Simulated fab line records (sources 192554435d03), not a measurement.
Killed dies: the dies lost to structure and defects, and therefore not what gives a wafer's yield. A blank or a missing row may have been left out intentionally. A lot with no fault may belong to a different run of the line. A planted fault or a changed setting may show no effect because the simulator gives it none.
One fault seen from 2 desks -- flow n5-finfet -- what lay behind the numbers comes last; until then each desk has only its own

## THE METROLOGY DESK
Lot by lot, what the gauges showed, no matter which tool ran the lot: averages of those sampled wafers that carry a number. Any lot whose mean is over 4 standard deviations away from the usual mean is out of limits and marked OUT; that distance is given in the brackets. It has 17 readings, of which 7 appear: the earliest out of limits, and the ones furthest out on some lot.
Columns: A = cd-nm at N5_MOL_CONTACT_COAG_CD_MEAS_08, usual 28.00 nm; B = cd-nm at N5_MOL_CONTACT_COAG_CD_MEAS_99, usual 17.3 nm; C = ION_P at N5_BEOL_M4_RC_MEAS_101, usual 463 uA/um; D = RC_DENSE_N at N5_BEOL_M4_RC_MEAS_101, usual 18.9 ohm.um; E = RC_DENSE_P at N5_BEOL_M4_RC_MEAS_101, usual 23.6 ohm.um; F = RC_N at N5_BEOL_M4_RC_MEAS_101, usual 15.4 ohm.um; G = RC_P at N5_BEOL_M4_RC_MEAS_101, usual 19.3 ohm.um
lot,first seen here,A,B,C,D,E,F,G
L206,day 4 21:44,27.86,17.1,470,19.3,24.2,15.9,19.8
L207,day 5 03:42,27.88,17.4,465,18.8,23.3,15.4,19.1
L209,day 5 19:00,28.00,17.3,461,19.0,23.7,15.5,19.4
L211,day 6 08:48,28.10,17.3,458,19.1,23.8,15.6,19.4
L212,day 6 11:19,28.04,17.3,450,18.6,23.0,15.2,18.7
L213,day 6 17:04,28.18,17.3,467,18.4,23.2,15.1,19.0
L221,day 8 22:34,26.77 (-4.9) OUT,16.2,456,20.8 (+4.1) OUT,25.6,16.8,20.7
L225,day 9 17:42,28.18,17.3,460,19.0,23.4,15.4,18.9
L228,day 10 12:14,28.03,17.2,468,19.2,24.0,15.7,19.6
This desk's finding: out of limits on L221; first on L221, day 8 23:36 (cd-nm at N5_MOL_CONTACT_COAG_CD_MEAS_08). L206, L207, L209, L211, L212, L213, L225, L228: within limits.

## AT THE TOOL OWNER'S DESK: euv-scanner-02
The tool's own readings at N5_MOL_CONTACT_COAG_EXPOSE_05 (exposes mask CA, defocus 0 nm): means of the sampled wafers that have a number, for each lot that ran on this tool. Any lot whose mean is over 4 standard deviations away from the usual mean is out of limits and marked OUT; that distance is given in the brackets.
Columns: A = exposure-dose-mJ-cm2 at N5_MOL_CONTACT_COAG_EXPOSE_05, usual 38.24
lot,first seen here,A
L206,day 4 22:46,38.22
L207,day 5 04:37,38.24
L213,day 6 18:08,38.21
L221,day 8 23:28,38.60 (+8.2) OUT
This desk's finding: out of limits on L221; first on L221, day 8 23:28 (exposure-dose-mJ-cm2 at N5_MOL_CONTACT_COAG_EXPOSE_05). L206, L207, L213: within limits.

## TAKEN TOGETHER
The tool owner's desk had the chance to raise an alarm at day 8 23:28 on L221.
Metrology desk: alarm possible at day 8 23:36 on L221.
Of the lots named, all ran N5_MOL_CONTACT_COAG_EXPOSE_05 on euv-scanner-02.

## WHAT HAD BEEN PUT IN BY THE SIMULATOR
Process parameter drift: euv-scanner-02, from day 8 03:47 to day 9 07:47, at N5_MOL_CONTACT_COAG_EXPOSE_05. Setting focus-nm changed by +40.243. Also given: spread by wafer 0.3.
Lots struck among those shown: L221.
Time in hours from fault onset to the first out-of-limits reading at each desk: tool owner's desk 20, metrology desk 20.
